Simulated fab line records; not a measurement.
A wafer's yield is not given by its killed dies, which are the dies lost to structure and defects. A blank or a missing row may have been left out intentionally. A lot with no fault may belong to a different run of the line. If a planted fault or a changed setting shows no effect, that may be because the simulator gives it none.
Which tool did it?	flow n5_finfet	24 lots, 72 wafers sampled, at 6 steps of a route of 1938

WHAT EACH GAUGE READ, for each wafer
The record lacks any reading of a measuring or inspecting step that a usual standard deviation could be used to judge.

WHAT TOOL EACH LOT RAN ON (gives the tool, then ch and the chambers of the sampled wafers, and finally the start)
lot	N5_BEOL_M1_TRENCH_ETCH_37	N5_BEOL_M1_ANNEAL_49	N5_BEOL_M1_SPUTTER_81	N5_BEOL_M1_ANNEAL_91	N5_BEOL_M1_SPUTTER_96	N5_BEOL_M2_HM_DEP_02
L074	rie_diel-02 ch 0,2,3, day 6 07:02 or earlier	pvd_sputter-01, day 6 07:02	pvd_sputter-01, day 6 07:24	pvd_sputter-01, day 6 08:08	pvd_sputter-01, day 6 08:43	pvd_sputter-03, day 6 11:02
L075	rie_diel-02 ch 0,3, day 6 15:29 or earlier	pvd_sputter-01, day 6 15:29	pvd_sputter-01, day 6 15:50	pvd_sputter-01, day 6 16:35	pvd_sputter-01, day 6 17:10	pvd_sputter-01, day 6 19:23
L076	rie_diel-04 ch 0,1,2, day 6 20:34 or earlier	pvd_sputter-02, day 6 20:34	pvd_sputter-02, day 6 20:56	pvd_sputter-02, day 6 21:40	pvd_sputter-02, day 6 22:15	pvd_sputter-03, day 7 01:54
L077	rie_diel-02 ch 0,1, day 6 20:47 or earlier	pvd_sputter-01, day 6 20:47	pvd_sputter-01, day 6 21:08	pvd_sputter-01, day 6 21:53	pvd_sputter-01, day 6 22:28	pvd_sputter-03, day 7 02:52
L078	rie_diel-04 ch 0,1, day 7 07:16 or earlier	pvd_sputter-02, day 7 07:16	pvd_sputter-02, day 7 07:37	pvd_sputter-02, day 7 08:22	pvd_sputter-02, day 7 08:56	pvd_sputter-02, day 7 11:28
L079	rie_diel-02 ch 1,3, day 7 10:11 or earlier	pvd_sputter-01, day 7 10:11	pvd_sputter-01, day 7 10:33	pvd_sputter-01, day 7 11:17	pvd_sputter-01, day 7 11:52	pvd_sputter-03, day 7 14:26
L080	rie_diel-06 ch 0,2, day 7 22:47 or earlier	pvd_sputter-02, day 7 22:47	pvd_sputter-02, day 7 23:09	pvd_sputter-02, day 7 23:53	pvd_sputter-02, day 8 00:28	pvd_sputter-01, day 8 07:56
L081	rie_diel-04 ch 0,1, day 8 09:21 or earlier	pvd_sputter-02, day 8 09:21	pvd_sputter-02, day 8 09:43	pvd_sputter-02, day 8 10:27	pvd_sputter-02, day 8 11:02	pvd_sputter-01, day 8 15:11
L082	rie_diel-06 ch 0,2,3, day 8 09:25 or earlier	pvd_sputter-03, day 8 09:25	pvd_sputter-03, day 8 09:46	pvd_sputter-03, day 8 10:31	pvd_sputter-03, day 8 11:05	pvd_sputter-02, day 8 15:17
L083	rie_diel-06 ch 0,1,3, day 8 12:50 or earlier	pvd_sputter-02, day 8 12:50	pvd_sputter-02, day 8 13:11	pvd_sputter-02, day 8 13:56	pvd_sputter-02, day 8 14:31	pvd_sputter-03, day 8 17:06
L084	rie_diel-04 ch 1,2, day 8 15:36 or earlier	pvd_sputter-01, day 8 15:36	pvd_sputter-01, day 8 15:58	pvd_sputter-01, day 8 16:42	pvd_sputter-01, day 8 17:17	pvd_sputter-02, day 8 20:44
L085	rie_diel-02 ch 0,1,2, day 8 23:39 or earlier	pvd_sputter-03, day 8 23:39	pvd_sputter-03, day 9 00:01	pvd_sputter-03, day 9 00:45	pvd_sputter-03, day 9 01:20	pvd_sputter-01, day 9 03:09
L086	rie_diel-04 ch 1,3, day 9 18:38 or earlier	pvd_sputter-01, day 9 18:38	pvd_sputter-01, day 9 18:59	pvd_sputter-01, day 9 19:44	pvd_sputter-01, day 9 20:19	pvd_sputter-03, day 9 21:58
L089	rie_diel-02 ch 0,1,3, day 9 22:09 or earlier	pvd_sputter-01, day 9 22:09	pvd_sputter-01, day 9 22:31	pvd_sputter-01, day 9 23:15	pvd_sputter-01, day 9 23:50	pvd_sputter-01, day 10 04:50
L087	rie_diel-04 ch 2,3, day 9 22:16 or earlier	pvd_sputter-03, day 9 22:16	pvd_sputter-03, day 9 22:38	pvd_sputter-03, day 9 23:22	pvd_sputter-03, day 9 23:57	pvd_sputter-02, day 10 05:02
L088	rie_diel-06 ch 0,2,3, day 10 06:29 or earlier	pvd_sputter-03, day 10 06:29	pvd_sputter-03, day 10 06:50	pvd_sputter-03, day 10 07:35	pvd_sputter-03, day 10 08:10	pvd_sputter-03, day 10 10:16
L090	rie_diel-02 ch 0,2, day 10 08:29 or earlier	pvd_sputter-01, day 10 08:29	pvd_sputter-01, day 10 08:51	pvd_sputter-01, day 10 09:35	pvd_sputter-01, day 10 10:10	pvd_sputter-02, day 10 11:43
L091	rie_diel-04 ch 0,1,3, day 10 12:56 or earlier	pvd_sputter-01, day 10 12:56	pvd_sputter-01, day 10 13:17	pvd_sputter-01, day 10 14:02	pvd_sputter-01, day 10 14:37	pvd_sputter-03, day 10 16:26
L092	rie_diel-06 ch 0,1,3, day 10 19:50 or earlier	pvd_sputter-03, day 10 19:50	pvd_sputter-03, day 10 20:12	pvd_sputter-03, day 10 20:56	pvd_sputter-03, day 10 21:31	pvd_sputter-03, day 10 23:43
L093	rie_diel-04 ch 0,1,2, day 11 06:40 or earlier	pvd_sputter-02, day 11 06:40	pvd_sputter-02, day 11 07:01	pvd_sputter-02, day 11 07:46	pvd_sputter-02, day 11 08:20	pvd_sputter-01, day 11 09:50
L094	rie_diel-04 ch 1,2, day 11 17:09 or earlier	pvd_sputter-02, day 11 17:09	pvd_sputter-02, day 11 17:31	pvd_sputter-02, day 11 18:15	pvd_sputter-02, day 11 18:50	pvd_sputter-01, day 11 20:41
L096	rie_diel-04 ch 1,2,3, day 11 22:01 or earlier	pvd_sputter-01, day 11 22:01	pvd_sputter-01, day 11 22:22	pvd_sputter-01, day 11 23:07	pvd_sputter-01, day 11 23:41	pvd_sputter-03, day 12 01:18
L095	rie_diel-06 ch 0,1, day 12 02:13 or earlier	pvd_sputter-02, day 12 02:13	pvd_sputter-02, day 12 02:35	pvd_sputter-02, day 13 10:55	pvd_sputter-02, day 13 11:30	pvd_sputter-01, day 13 14:13
L097	rie_diel-04 ch 1,2,3, day 12 02:03 or earlier	pvd_sputter-01, day 12 02:03	pvd_sputter-01, day 12 02:25	pvd_sputter-01, day 12 03:09	pvd_sputter-01, day 12 03:44	pvd_sputter-01, day 12 05:02
- N5_BEOL_M1_TRENCH_ETCH_37: etches SiOC in C4F6/O2, target depth 55.207 nm, time 29 s.
- N5_BEOL_M1_ANNEAL_49: time 240 s.
- N5_BEOL_M1_SPUTTER_81: material Cu, target thk 4.5 nm, time 8.29 s.
- N5_BEOL_M1_ANNEAL_91: time 240 s.
- N5_BEOL_M1_SPUTTER_96: material Cu, target thk 4.5 nm, time 8.29 s.
- N5_BEOL_M2_HM_DEP_02: deposits TiN, target thk 20 nm.

WHAT THE TOOLS THEMSELVES READ (means of the sampled wafers that have a number; where no wafer has one, the mark that the record gives instead)
N5_BEOL_M1_TRENCH_ETCH_37. Usual: drypump_motor_current_A 5.5 A, standard deviation 0.49; oes_product_au 0.78 a.u., standard deviation 0.069; rf_vpp_V 666 V, standard deviation 12; showerhead_plenum_p_Torr 2.87 Torr, standard deviation 0.069; throttle_valve_pct 20.87 %, standard deviation 0.15.
lot	tool	drypump_motor_current_A (A)	oes_product_au (a.u.)	rf_vpp_V (V)	showerhead_plenum_p_Torr (Torr)	throttle_valve_pct (%)	flag
L074	rie_diel-02	5.5	0.72	667	2.91	20.97	
L075	rie_diel-02	5.2	0.72	665	2.87	20.89	
L076	rie_diel-04	5.4	0.82	673	2.88	20.86	
L077	rie_diel-02	5.6	0.76	660	2.83	20.77	
L078	rie_diel-04	5.8	0.78	664	2.94	20.79	
L079	rie_diel-02	5.5	0.78	663	2.88	20.69	
L080	rie_diel-06	5.5	0.73	667	2.83	20.94	
L081	rie_diel-04	5.8	0.77	664	2.93	20.80	
L082	rie_diel-06	5.6	0.81	663	2.82	20.83	
L083	rie_diel-06	5.6	0.80	659	2.86	20.84	
L084	rie_diel-04	5.4	0.82	684	2.84	20.93	
L085	rie_diel-02	5.8	0.80	664	2.86	20.87	
L086	rie_diel-04	5.8	0.78	661	2.94	20.83	
L089	rie_diel-02	5.3	0.74	664	2.87	20.83	
L087	rie_diel-04	5.1	0.84	680	2.81	20.98	
L088	rie_diel-06	5.7	0.78	663	2.82	20.85	
L090	rie_diel-02	6.0	0.85	667	2.89	20.95	
L091	rie_diel-04	5.5	0.78	658	2.90	20.85	
L092	rie_diel-06	5.6	0.78	659	2.86	20.85	
L093	rie_diel-04	5.4	0.79	672	2.86	20.92	
L094	rie_diel-04	5.4	0.80	683	2.83	20.97	
L096	rie_diel-04	5.5	0.79	670	2.87	20.93	
L095	rie_diel-06	5.1	0.88	657	2.86	20.61	
L097	rie_diel-04	5.5	0.79	670	2.87	20.92	

N5_BEOL_M1_ANNEAL_49. Usual: 822 W for heater_power_w, sd 62.
lot	tool	heater_power_w (W)	flag
L074	pvd_sputter-01	802	
L075	pvd_sputter-01	806	
L076	pvd_sputter-02	789	
L077	pvd_sputter-01	811	
L078	pvd_sputter-02	863	
L079	pvd_sputter-01	807	
L080	pvd_sputter-02	800	
L081	pvd_sputter-02	814	
L082	pvd_sputter-03	856	
L083	pvd_sputter-02	855	
L084	pvd_sputter-01	785	
L085	pvd_sputter-03	885	
L086	pvd_sputter-01	788	
L089	pvd_sputter-01	801	
L087	pvd_sputter-03	840	
L088	pvd_sputter-03	870	
L090	pvd_sputter-01	795	
L091	pvd_sputter-01	805	
L092	pvd_sputter-03	929	
L093	pvd_sputter-02	791	
L094	pvd_sputter-02	854	
L096	pvd_sputter-01	790	
L095	pvd_sputter-02	835	
L097	pvd_sputter-01	795	

N5_BEOL_M1_SPUTTER_81. Usual: chamber_pressure_pa 0.06997 Pa, standard deviation 0.00015; throttle_valve_pct 30.7 %, standard deviation 1.2.
lot	tool	chamber_pressure_pa (Pa)	throttle_valve_pct (%)	flag
L074	pvd_sputter-01	0.07005	31.6	
L075	pvd_sputter-01	0.06984	31.7	
L076	pvd_sputter-02	0.06991	30.8	
L077	pvd_sputter-01	0.06991	31.7	
L078	pvd_sputter-02	0.07003	30.0	
L079	pvd_sputter-01	0.06983	31.7	
L080	pvd_sputter-02	0.07001	31.3	
L081	pvd_sputter-02	0.06986	31.0	
L082	pvd_sputter-03	0.07006	29.4	
L083	pvd_sputter-02	0.06992	29.9	
L084	pvd_sputter-01	0.07002	31.0	
L085	pvd_sputter-03	0.07000	29.2	
L086	pvd_sputter-01	0.06991	32.0	
L089	pvd_sputter-01	0.06999	32.1	
L087	pvd_sputter-03	0.07000	29.7	
L088	pvd_sputter-03	0.07001	29.6	
L090	pvd_sputter-01	0.07010	31.7	
L091	pvd_sputter-01	0.07006	31.7	
L092	pvd_sputter-03	0.06996	27.9	
L093	pvd_sputter-02	0.06995	31.2	
L094	pvd_sputter-02	0.07001	30.7	
L096	pvd_sputter-01	0.06980	31.4	
L095	pvd_sputter-02	0.06993	30.1	
L097	pvd_sputter-01	0.06997	31.6	

N5_BEOL_M1_ANNEAL_91. Usual: 820 W for heater_power_w, sd 63.
lot	tool	heater_power_w (W)	flag
L074	pvd_sputter-01	802	
L075	pvd_sputter-01	785	
L076	pvd_sputter-02	774	
L077	pvd_sputter-01	793	
L078	pvd_sputter-02	858	
L079	pvd_sputter-01	809	
L080	pvd_sputter-02	785	
L081	pvd_sputter-02	804	
L082	pvd_sputter-03	860	
L083	pvd_sputter-02	866	
L084	pvd_sputter-01	788	
L085	pvd_sputter-03	881	
L086	pvd_sputter-01	791	
L089	pvd_sputter-01	801	
L087	pvd_sputter-03	827	
L088	pvd_sputter-03	859	
L090	pvd_sputter-01	789	
L091	pvd_sputter-01	817	
L092	pvd_sputter-03	924	
L093	pvd_sputter-02	774	
L094	pvd_sputter-02	862	
L096	pvd_sputter-01	771	
L095	pvd_sputter-02	835	
L097	pvd_sputter-01	797	

N5_BEOL_M1_SPUTTER_96. Usual: chamber_pressure_pa 0.07 Pa, standard deviation 0.00014; throttle_valve_pct 30.7 %, standard deviation 1.2.
lot	tool	chamber_pressure_pa (Pa)	throttle_valve_pct (%)	flag
L074	pvd_sputter-01	0.07	31.6	
L075	pvd_sputter-01	0.07	31.4	
L076	pvd_sputter-02	0.07	30.9	
L077	pvd_sputter-01	0.07	31.7	
L078	pvd_sputter-02	0.07	30.0	
L079	pvd_sputter-01	0.07	31.7	
L080	pvd_sputter-02	0.07	31.4	
L081	pvd_sputter-02	0.07	31.0	
L082	pvd_sputter-03	0.07	29.5	
L083	pvd_sputter-02	0.07	29.9	
L084	pvd_sputter-01	0.07	31.2	
L085	pvd_sputter-03	0.07	29.2	
L086	pvd_sputter-01	0.07	32.1	
L089	pvd_sputter-01	0.07	32.1	
L087	pvd_sputter-03	0.07	29.8	
L088	pvd_sputter-03	0.07	29.4	
L090	pvd_sputter-01	0.07	31.6	
L091	pvd_sputter-01	0.07	31.7	
L092	pvd_sputter-03	0.07	27.9	
L093	pvd_sputter-02	0.07	31.3	
L094	pvd_sputter-02	0.07	30.6	
L096	pvd_sputter-01	0.07	31.5	
L095	pvd_sputter-02	0.07	30.1	
L097	pvd_sputter-01	0.07	31.7	

N5_BEOL_M2_HM_DEP_02. Usual: chamber_pressure_pa 0.4997 Pa, standard deviation 0.00087; throttle_valve_pct 30.2 %, standard deviation 1.4.
lot	tool	chamber_pressure_pa (Pa)	throttle_valve_pct (%)	flag
L074	pvd_sputter-03	0.4993	28.9	
L075	pvd_sputter-01	0.4996	31.6	
L076	pvd_sputter-03	0.5005	29.1	
L077	pvd_sputter-03	0.4992	29.7	
L078	pvd_sputter-02	0.4989	30.3	
L079	pvd_sputter-03	0.5001	29.2	
L080	pvd_sputter-01	0.5004	31.7	
L081	pvd_sputter-01	0.5003	31.3	
L082	pvd_sputter-02	0.4998	30.1	
L083	pvd_sputter-03	0.4994	28.9	
L084	pvd_sputter-02	0.4992	30.6	
L085	pvd_sputter-01	0.5002	31.1	
L086	pvd_sputter-03	0.5002	28.8	
L089	pvd_sputter-01	0.5002	31.1	
L087	pvd_sputter-02	0.5000	30.9	
L088	pvd_sputter-03	0.4994	29.5	
L090	pvd_sputter-02	0.4990	30.0	
L091	pvd_sputter-03	0.4998	29.5	
L092	pvd_sputter-03	0.4998	28.8	
L093	pvd_sputter-01	0.5009	31.7	
L094	pvd_sputter-01	0.4986	31.6	
L096	pvd_sputter-03	0.4992	28.7	
L095	pvd_sputter-01	0.4999	31.0	
L097	pvd_sputter-01	0.4995	31.2	

THE ANSWER, worked out from the rows above alone
Rule: a lot counts as off when the mean over its wafers that have a number is more than 3 standard deviations away from the usual mean. Also off: a lot with no number at a reading for which 4 or more lots have one. Where the step has rows for the other lots, those lots are counted as sound. Order of review: gauges by route order, followed by the tools' own readings, for which a lot's mean as printed above is used. The first step at which some lot is off is used, and at that step the reading that is off furthest; a lot without a number counts as furthest.
Nothing can be told from this: no lot is off at any reading shown.

WHAT THE SIMULATOR PUT IN
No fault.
